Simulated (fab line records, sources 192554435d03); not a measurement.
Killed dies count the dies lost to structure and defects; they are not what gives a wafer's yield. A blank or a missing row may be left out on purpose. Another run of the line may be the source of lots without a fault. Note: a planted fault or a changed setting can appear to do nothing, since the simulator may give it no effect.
Which tool was responsible?	flow n5_finfet	72 wafers from 24 lots sampled at 6 of the route's 1938 steps

## WHAT THE GAUGES SHOWED, per wafer
Not one reading of a measure or inspect step in the record can be checked against a usual standard deviation.

## TOOL THAT RAN EACH LOT (tool first, then ch and the chambers of the sampled wafers, then the start)
lot	N5_BEOL_M3_ALD_98	N5_BEOL_M3_STRIP_97	N5_BEOL_M3_DEGAS_44	N5_BEOL_M3_SURFACE_TREAT_85	N5_BEOL_M3_ANNEAL_95	N5_BEOL_M3_SPUTTER_96
L074	ald_sin-03 ch 0,2, day 7 03:19	rie_diel-05 ch 1,2,3, day 7 05:46 or earlier	pvd_sputter-02, day 7 05:46	pvd_sputter-02, day 7 06:19	pvd_sputter-02, day 7 08:11	pvd_sputter-02, day 7 08:19
L075	ald_sin-02 ch 1,2,3, day 7 10:07	rie_diel-01 ch 0,1,2, day 7 10:55 or earlier	pvd_sputter-02, day 7 10:55	pvd_sputter-03, day 7 11:30	pvd_sputter-03, day 7 13:22	pvd_sputter-03, day 7 13:30
L076	ald_sin-04 ch 0,1, day 7 10:37	rie_diel-05 ch 0,1,2, day 7 13:59 or earlier	pvd_sputter-02, day 7 13:59	pvd_sputter-02, day 7 14:32	pvd_sputter-03, day 7 16:23	pvd_sputter-03, day 7 16:31
L077	ald_sin-02 ch 1,2, day 7 13:33	rie_diel-05 ch 0,2, day 7 14:37 or earlier	pvd_sputter-03, day 7 14:37	pvd_sputter-03, day 7 16:36	pvd_sputter-03, day 7 18:34	pvd_sputter-03, day 7 18:42
L078	ald_sin-04 ch 1,2,3, day 7 20:02	rie_diel-01 ch 1,2, day 8 03:15 or earlier	pvd_sputter-01, day 8 03:15	pvd_sputter-01, day 8 03:43	pvd_sputter-02, day 8 05:34	pvd_sputter-02, day 8 05:42
L079	ald_sin-04 ch 1,3, day 8 01:25	rie_diel-01 ch 0,2,3, day 8 03:44 or earlier	pvd_sputter-02, day 8 03:44	pvd_sputter-01, day 8 04:17	pvd_sputter-02, day 8 07:24	pvd_sputter-02, day 8 07:32
L080	ald_sin-02 ch 0,1,2, day 8 02:52	rie_diel-04 ch 0,3, day 8 08:33 or earlier	pvd_sputter-01, day 8 08:33	pvd_sputter-02, day 8 08:55	pvd_sputter-02, day 8 10:46	pvd_sputter-02, day 8 10:54
L081	ald_sin-04 ch 0,2,3, day 8 20:44	rie_diel-01 ch 1,2,3, day 9 01:52 or earlier	pvd_sputter-03, day 9 01:52	pvd_sputter-02, day 9 02:25	pvd_sputter-02, day 9 04:22	pvd_sputter-02, day 9 04:30
L082	ald_sin-02 ch 0,1,3, day 9 12:14	rie_diel-05 ch 0,2,3, day 9 14:42 or earlier	pvd_sputter-02, day 9 14:42	pvd_sputter-02, day 9 15:03	pvd_sputter-01, day 9 17:01	pvd_sputter-01, day 9 17:09
L083	ald_sin-03 ch 1,3, day 9 17:01	rie_diel-04 ch 0,1,2, day 9 18:13 or earlier	pvd_sputter-01, day 9 18:13	pvd_sputter-01, day 9 18:32	pvd_sputter-02, day 9 20:23	pvd_sputter-02, day 9 20:31
L084	ald_sin-04 ch 1,2,3, day 9 18:17	rie_diel-04 ch 0,1,2, day 9 19:04 or earlier	pvd_sputter-01, day 9 19:04	pvd_sputter-01, day 9 19:28	pvd_sputter-03, day 9 21:18	pvd_sputter-03, day 9 21:26
L085	ald_sin-03 ch 0,1,2, day 9 18:17	rie_diel-05 ch 0,3, day 9 19:16 or earlier	pvd_sputter-01, day 9 19:16	pvd_sputter-03, day 9 19:35	pvd_sputter-01, day 9 21:26	pvd_sputter-01, day 9 21:34
L086	ald_sin-03 ch 1,2,3, day 10 03:44	rie_diel-01 ch 0,1,2, day 10 05:22 or earlier	pvd_sputter-03, day 10 05:22	pvd_sputter-02, day 10 05:42	pvd_sputter-03, day 10 07:37	pvd_sputter-03, day 10 07:45
L088	ald_sin-02 ch 1,2, day 10 03:50	rie_diel-01 ch 1,2, day 10 05:53 or earlier	pvd_sputter-02, day 10 05:53	pvd_sputter-02, day 10 06:19	pvd_sputter-01, day 10 09:43	pvd_sputter-01, day 10 09:52
L087	ald_sin-03 ch 1,2,3, day 10 06:48	rie_diel-04 ch 1,2,3, day 10 09:00 or earlier	pvd_sputter-02, day 10 09:00	pvd_sputter-02, day 10 09:36	pvd_sputter-01, day 10 11:34	pvd_sputter-01, day 10 11:42
L089	ald_sin-03 ch 2,3, day 10 22:36	rie_diel-05 ch 1,2,3, day 11 02:00 or earlier	pvd_sputter-01, day 11 02:00	pvd_sputter-01, day 11 02:19	pvd_sputter-02, day 11 04:11	pvd_sputter-02, day 11 04:20
L090	ald_sin-02 ch 0,3, day 11 08:09	rie_diel-04 ch 0,2,3, day 11 10:49 or earlier	pvd_sputter-03, day 11 10:49	pvd_sputter-03, day 11 11:20	pvd_sputter-03, day 11 13:27	pvd_sputter-03, day 11 13:35
L091	ald_sin-02 ch 0,2, day 11 10:02	rie_diel-04 ch 1,2,3, day 11 14:37 or earlier	pvd_sputter-01, day 11 14:37	pvd_sputter-01, day 11 15:10	pvd_sputter-03, day 11 18:31	pvd_sputter-03, day 11 18:39
L092	ald_sin-02 ch 0,1,2, day 11 13:29	rie_diel-04 ch 1,2,3, day 11 19:09 or earlier	pvd_sputter-03, day 11 19:09	pvd_sputter-03, day 11 19:35	pvd_sputter-03, day 11 21:37	pvd_sputter-03, day 11 21:45
L093	ald_sin-04 ch 1,2, day 12 01:28	rie_diel-01 ch 0,1,2, day 12 02:13 or earlier	pvd_sputter-03, day 12 02:13	pvd_sputter-02, day 12 04:01	pvd_sputter-02, day 12 05:59	pvd_sputter-02, day 12 06:08
L094	ald_sin-02 ch 1,2, day 12 03:16	rie_diel-04 ch 1,2,3, day 12 09:13 or earlier	pvd_sputter-03, day 12 09:13	pvd_sputter-02, day 12 09:32	pvd_sputter-03, day 12 11:23	pvd_sputter-03, day 12 11:31
L095	ald_sin-03 ch 1,2,3, day 12 10:59	rie_diel-04 ch 0,2,3, day 12 12:05 or earlier	pvd_sputter-01, day 12 12:05	pvd_sputter-02, day 12 12:25	pvd_sputter-02, day 12 14:26	pvd_sputter-02, day 12 14:34
L096	ald_sin-02 ch 2,3, day 12 13:34	rie_diel-04 ch 0,2,3, day 12 19:10 or earlier	pvd_sputter-03, day 12 19:10	pvd_sputter-01, day 12 19:41	pvd_sputter-02, day 12 21:35	pvd_sputter-02, day 12 21:43
L097	ald_sin-02 ch 0,3, day 12 13:49	rie_diel-05 ch 0,1,3, day 12 19:41 or earlier	pvd_sputter-02, day 12 19:41	pvd_sputter-01, day 12 20:18	pvd_sputter-01, day 12 22:25	pvd_sputter-01, day 12 22:34
- N5_BEOL_M3_ALD_98: deposits SiO2, target thk 2.5 nm, pulse time 1 s, co reactant pulse time 1 s.
- N5_BEOL_M3_STRIP_97: strips in N2/H2, time 10 s.
- N5_BEOL_M3_DEGAS_44: time 60 s.
- N5_BEOL_M3_SURFACE_TREAT_85
- N5_BEOL_M3_ANNEAL_95: time 240 s.
- N5_BEOL_M3_SPUTTER_96: material Cu, target thk 4.5 nm, time 8.29 s.

## AS READ BY THE TOOLS THEMSELVES (means over the sampled wafers that have a number; for cases with no such wafer, the mark the record gives instead)
N5_BEOL_M3_ALD_98.
lot	tool	heater_power_w (W)	precursor_pulse_height_rel
L074	ald_sin-03	76	0.993
L075	ald_sin-02	84	0.995
L076	ald_sin-04	76	1.010
L077	ald_sin-02	72	1.000
L078	ald_sin-04	77	1.033
L079	ald_sin-04	75	0.987
L080	ald_sin-02	76	0.986
L081	ald_sin-04	76	0.986
L082	ald_sin-02	84	1.011
L083	ald_sin-03	80	0.999
L084	ald_sin-04	77	1.001
L085	ald_sin-03	72	1.002
L086	ald_sin-03	73	0.987
L088	ald_sin-02	72	0.993
L087	ald_sin-03	75	0.997
L089	ald_sin-03	82	0.974
L090	ald_sin-02	89	1.002
L091	ald_sin-02	83	1.001
L092	ald_sin-02	78	1.000
L093	ald_sin-04	79	1.004
L094	ald_sin-02	79	1.008
L095	ald_sin-03	76	0.980
L096	ald_sin-02	89	0.998
L097	ald_sin-02	89	0.998

N5_BEOL_M3_STRIP_97.
lot	tool	drypump_motor_current_A (A)	oes_product_au (a.u.)	rf_vpp_V (V)	showerhead_plenum_p_Torr (Torr)	throttle_valve_pct (%)
L074	rie_diel-05	5.7	0.85	59.3	2.58	23.3
L075	rie_diel-01	5.7	0.82	59.1	2.55	23.6
L076	rie_diel-05	5.4	0.86	58.9	2.60	23.5
L077	rie_diel-05	5.5	0.88	59.5	2.59	23.3
L078	rie_diel-01	5.7	0.87	59.5	2.62	23.8
L079	rie_diel-01	5.9	0.84	59.3	2.49	23.4
L080	rie_diel-04	5.9	0.80	59.5	2.56	22.9
L081	rie_diel-01	5.9	0.88	58.9	2.56	23.6
L082	rie_diel-05	5.5	0.83	59.1	2.59	23.1
L083	rie_diel-04	5.5	0.82	58.9	2.62	23.4
L084	rie_diel-04	5.4	0.81	60.3	2.62	23.4
L085	rie_diel-05	5.5	0.82	59.9	2.59	23.0
L086	rie_diel-01	5.7	0.80	58.8	2.55	23.6
L088	rie_diel-01	5.7	0.85	59.2	2.62	23.8
L087	rie_diel-04	5.7	0.84	59.4	2.58	23.3
L089	rie_diel-05	5.7	0.87	59.0	2.57	23.2
L090	rie_diel-04	5.8	0.83	60.6	2.57	23.2
L091	rie_diel-04	5.7	0.82	59.7	2.58	23.3
L092	rie_diel-04	5.7	0.81	58.8	2.58	23.3
L093	rie_diel-01	5.7	0.88	58.7	2.54	23.5
L094	rie_diel-04	5.7	0.81	59.2	2.58	23.3
L095	rie_diel-04	5.8	0.81	58.6	2.57	23.2
L096	rie_diel-04	5.8	0.80	59.0	2.57	23.2
L097	rie_diel-05	5.5	0.79	60.6	2.58	23.3

N5_BEOL_M3_DEGAS_44.
lot	tool	heater_power_w (W)
L074	pvd_sputter-02	330
L075	pvd_sputter-02	340
L076	pvd_sputter-02	328
L077	pvd_sputter-03	352
L078	pvd_sputter-01	336
L079	pvd_sputter-02	325
L080	pvd_sputter-01	326
L081	pvd_sputter-03	325
L082	pvd_sputter-02	334
L083	pvd_sputter-01	329
L084	pvd_sputter-01	332
L085	pvd_sputter-01	331
L086	pvd_sputter-03	335
L088	pvd_sputter-02	319
L087	pvd_sputter-02	334
L089	pvd_sputter-01	328
L090	pvd_sputter-03	326
L091	pvd_sputter-01	332
L092	pvd_sputter-03	335
L093	pvd_sputter-03	331
L094	pvd_sputter-03	335
L095	pvd_sputter-01	330
L096	pvd_sputter-03	341
L097	pvd_sputter-02	336

N5_BEOL_M3_ANNEAL_95.
lot	tool	heater_power_w (W)
L074	pvd_sputter-02	822
L075	pvd_sputter-03	850
L076	pvd_sputter-03	850
L077	pvd_sputter-03	870
L078	pvd_sputter-02	862
L079	pvd_sputter-02	815
L080	pvd_sputter-02	843
L081	pvd_sputter-02	813
L082	pvd_sputter-01	847
L083	pvd_sputter-02	815
L084	pvd_sputter-03	828
L085	pvd_sputter-01	820
L086	pvd_sputter-03	831
L088	pvd_sputter-01	828
L087	pvd_sputter-01	836
L089	pvd_sputter-02	826
L090	pvd_sputter-03	809
L091	pvd_sputter-03	856
L092	pvd_sputter-03	869
L093	pvd_sputter-02	820
L094	pvd_sputter-03	846
L095	pvd_sputter-02	813
L096	pvd_sputter-02	839
L097	pvd_sputter-01	840

N5_BEOL_M3_SPUTTER_96.
lot	tool	chamber_pressure_pa (Pa)	throttle_valve_pct (%)
L074	pvd_sputter-02	0.06984	29.4
L075	pvd_sputter-03	0.07006	30.7
L076	pvd_sputter-03	0.07012	30.8
L077	pvd_sputter-03	0.07021	30.8
L078	pvd_sputter-02	0.06996	29.2
L079	pvd_sputter-02	0.07013	29.7
L080	pvd_sputter-02	0.07002	29.8
L081	pvd_sputter-02	0.07005	29.9
L082	pvd_sputter-01	0.07013	29.4
L083	pvd_sputter-02	0.06998	29.6
L084	pvd_sputter-03	0.07007	30.0
L085	pvd_sputter-01	0.07001	29.3
L086	pvd_sputter-03	0.07020	30.3
L088	pvd_sputter-01	0.07000	29.4
L087	pvd_sputter-01	0.06998	29.4
L089	pvd_sputter-02	0.06993	29.9
L090	pvd_sputter-03	0.06987	29.6
L091	pvd_sputter-03	0.07009	30.5
L092	pvd_sputter-03	0.07023	30.5
L093	pvd_sputter-02	0.07009	30.2
L094	pvd_sputter-03	0.07008	30.4
L095	pvd_sputter-02	0.06991	30.0
L096	pvd_sputter-02	0.07004	29.6
L097	pvd_sputter-01	0.07007	29.4

## THE ANSWER, worked out from the rows above alone
Rule: what is usual is taken from the lots themselves. Put in order of their means at a reading, lots are off if they are a third of the lots or fewer, leave a main group of 4 or more, and stand apart from it by a gap of 3 or more times the standard deviation of the main group's means; of several such gaps the widest counts. If all means in a main group match to the digits the tables above print for the reading, that group is not used. A lot without any number at a reading at which 4 lots or more have one is off too. Any other lot the step has rows for is counted as sound. Order of review: gauges by route order, followed by the tools' own readings, for which a lot's mean as printed above is used. The first step at which some lot is off is used, and at that step the reading that is off furthest; a lot without a number counts as furthest.
Across all readings shown, no lot is off: no conclusion can be drawn from this.

## WHAT THE SIMULATOR PUT IN
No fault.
